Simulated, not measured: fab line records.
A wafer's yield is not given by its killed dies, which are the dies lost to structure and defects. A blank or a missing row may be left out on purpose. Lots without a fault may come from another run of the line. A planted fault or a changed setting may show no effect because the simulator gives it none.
Comparing a struck lot with a sound one + flow n5-finfet + 37 out of 1938 route steps
Sound: the wafers L499.1, L499.5, L499.6. The struck wafers were L506.4, L506.5, L506.6. At the end, the cause is stated.
At each step with rows: each side's tool, then ch and its chambers, then its first start. Under that, the readings that differ: sound wafers + struck wafers + difference of the means + sigmas: that difference in standard deviations of wafers without a fault.
alike: words and numbers the same on both sides, and readings whose means are apart by under 2 such deviations; not compared: readings that were withheld, readings missing a value for some wafer, numbers with overlapping values and no deviation given by the record, and bounds like >300 which may hide the same value.
Wherever a step has rows on one side only, a row that says differs or no value, or a row with sigmas, the two part there. Numbers that have no deviation but don't overlap get no sigmas and don't part them. A reading that every wafer of one side lacks parts them only if that side has two wafers or more.

first, 10 steps without rows for these wafers: N5_DUMMY_GATE_ETCH_44 (etches poly-Si in HBr/O2, stops on SiO2, target depth 127.5 nm); N5_DUMMY_GATE_ETCH_42 (etches SiO2 in CHF3/O2, target depth 3.5 nm, time 31 s); N5_DUMMY_GATE_STRIP_48 (strips in N2/H2, time 20 s); N5_DUMMY_GATE_PRECLEAN_33 (cleans in dHF, time 10 s); N5_DUMMY_GATE_PRECLEAN_25 (cleans in O3/DIW, time 45 s); N5_DUMMY_GATE_PRECLEAN_51 (cleans in SC2, time 45 s); N5_DUMMY_GATE_SRD_26 (time 30 s); N5_DUMMY_GATE_UV_OZONE_45 (time 120 s); N5_SPACER0_ALD_07 (deposits SiNx, target thk 2 nm); N5_SPACER0_ALD_00 (deposits SiOCN, target thk 3.5 nm, pulse time 3 s, purge time 2 s).
N5_SPACER0_ALD_08: deposits SiNx, target thk 2 nm.
  sound on ald-sin-02 ch 2,3, day 4 10:58; struck on ald-sin-02 ch 2,3, day 6 14:28
  no value came back on the struck wafers for chamber-pressure-Torr (Torr), heater-power-outer-w (W), heater-power-w (W), susceptor-temp-C (C); on the sound wafers chamber-pressure-Torr (Torr) reads 2.002 2.003 1.995
then, 24 steps without rows for these wafers: N5_SD_EPI_N_COAT_32 (time 60 s, resist thk 350 nm); N5_SD_EPI_N_COAT_33 (time 60 s, resist thk 35 nm); N5_SD_EPI_N_COAT_03 (resist thk 150 nm); N5_SD_EPI_N_EBR_05; N5_SD_EPI_N_SOFTBAKE_04 (time 60 s); N5_SD_EPI_N_EXPOSE_06 (exposes mask SD N BLK, target cd 120 nm); N5_SD_EPI_N_PEB_07 (peb time 60 s); N5_SD_EPI_N_DEVELOP_08 (develop time 30 s); N5_SD_EPI_N_DESCUM_14 (chemistry O2, time 7.9 s); N5_SD_EPI_N_ETCH_34 (etches SiARC in CF4, target depth 45.5 nm, time 75.8 s); N5_SD_EPI_N_ETCH_35 (etches SOC in N2/H2, overetch 108 nm, time 486 s); N5_SD_EPI_N_STRIP_36 (strips in N2/H2); N5_SD_EPI_N_ETCHBACK_44 (etches SiNx in CH3F/O2, stops on SiO2, target depth 14.5 nm); N5_SD_EPI_N_ETCH_45 (etches SiOCN in CH3F/O2, target depth 6 nm); N5_SD_EPI_N_ETCH_16 (etches SiO2 in CHF3/O2, target depth 5 nm); N5_SD_EPI_N_STRIP_47 (strips in CHF3/O2); N5_SD_EPI_N_SD_RECESS_17 (chemistry HBr/Cl2/O2, target depth 41 nm, time 23.7 s, bt time 3 s); N5_SD_EPI_N_STRIP_38 (strips in N2/H2); N5_SD_EPI_N_WET_ETCH_43 (etches SiO2 in dHF, time 14 s, target depth 1.5 nm); N5_SD_EPI_N_STRIP_18 (strips in SPM, time 750 s); N5_SD_EPI_N_SRD_20 (time 30 s); N5_SD_EPI_N_PRECLEAN_48 (cleans in NF3:NH3, afs cycles 2, time 20 s, sublimation time 60 s); N5_SD_EPI_N_VAPOR_ETCH_50 (etches Si in HCl, time 54 s); N5_SD_EPI_N_EPI_21 (deposits Si:P, time 690 s).
-- the record jumps here: 8 days lie between the struck wafers' starts before and after (it left off in module SD_EPI_N and takes up again in module BEOL_M4, whose first step shown is number 1111 of the route) --
N5_BEOL_M4_RC_MEAS_101:
  sound on prober-02 ch 0, day 9 06:16; struck on prober-02 ch 0, day 14 08:31
| reading            | sound              | struck            | difference | sigmas |
|--------------------|--------------------|-------------------|------------|--------|
| DIBL_N (mV/V)      | 38.9 38.9 37.5     | 53.3 52.9 50.5    | +13.8      | +7     |
| DIBL_P (mV/V)      | 37.7 38.4 36.1     | 50.5 51.0 47.8    | +12.4      | +6     |
| IOFF_N (nA/um)     | 0.18 0.19 0.18     | 0.68 0.71 0.53    | +0.46      | +15    |
| IOFF_N_85C (nA/um) | 3.4 3.5 3.4        | 10.8 10.9 8.5     | +6.6       | +13    |
| IOFF_N_LIN (nA/um) | 0.081 0.086 0.080  | 0.233 0.240 0.190 | +0.139     | +12    |
| IOFF_P (nA/um)     | 0.23 0.24 0.20     | 0.97 0.94 0.77    | +0.67      | +19    |
| IOFF_P_85C (nA/um) | 3.9 4.0 3.5        | 13.1 12.9 10.9    | +8.5       | +17    |
| IOFF_P_LIN (nA/um) | 0.106 0.108 0.098  | 0.336 0.333 0.288 | +0.215     | +18    |
| ION_N (uA/um)      | 687 706 678        | 768 765 747       | +70        | +5     |
| ION_P (uA/um)      | 463 476 467        | 527 527 520       | +56        | +7     |
| REXT_N (ohm.um)    | 74.7 75.3 74.1     | 62.0 61.4 62.0    | -12.9      | -8     |
| REXT_P (ohm.um)    | 98.5 98.1 99.6     | 82.6 84.2 83.8    | -15.2      | -6     |
| SS_N (mV/dec)      | 71.9 71.7 71.7     | 75.2 74.1 73.8    | +2.6       | +4     |
| SS_P (mV/dec)      | 73.9 74.3 73.4     | 76.1 76.4 75.2    | +2.0       | +3     |
| VT_N (mV)          | 248 250 248        | 228 228 232       | -19        | -6     |
| VT_N_LVT (mV)      | 98 97 96           | 74 74 79          | -21        | -7     |
| VT_P (mV)          | -250 -250 -249     | -223 -227 -227    | +24        | +8     |
| VT_P_LVT (mV)      | -96.7 -96.3 -100.1 | -70.9 -72.4 -74.6 | +25.1      | +10    |
  alike: IOFF_N_LONG
-- here the record skips 5 days between the struck wafers' starts before and after, leaving off in module BEOL_M4 and picking up in module PASSIVATION (first step shown: number 1936 of the route) --
N5_PASSIVATION_PROBE_49:
  sound: prober-02 at day 12 15:34; struck: prober-01 at day 19 10:25
| reading                | sound          | struck            | difference | sigmas |
|------------------------|----------------|-------------------|------------|--------|
| killed-at-contacts     | 29 21 21       | 3 4 8             | -19        | -3     |
| sort_bin_4_leakage (%) | 0 0 0          | 90.42 91.36 87.12 | +89.63     |        |
| sort-n-pass            | 1065 1085 1064 | 0 0 56            | -1053      | -58    |
| sort-yield-pct (%)     | 90.3 91.9 90.2 | 0 0 4.7           | -89        | -59    |
  alike: defect-limited-yield, killed_at_M0_to_M3, killed_at_M4_up, killed-at-front-end, killed-at-other, killed-dies, killed-open, killed-short, sort_bin_5_function, sort_bin_6_memory

## WHERE THEY PART
Last at N5_PASSIVATION_PROBE_49 as far as this record goes, first at N5_SPACER0_ALD_08.

WHY: what had been put in by the simulator
Skipped step whole: ald-sin-02, from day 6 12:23 on, at N5_SPACER0_ALD_08. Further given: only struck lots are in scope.
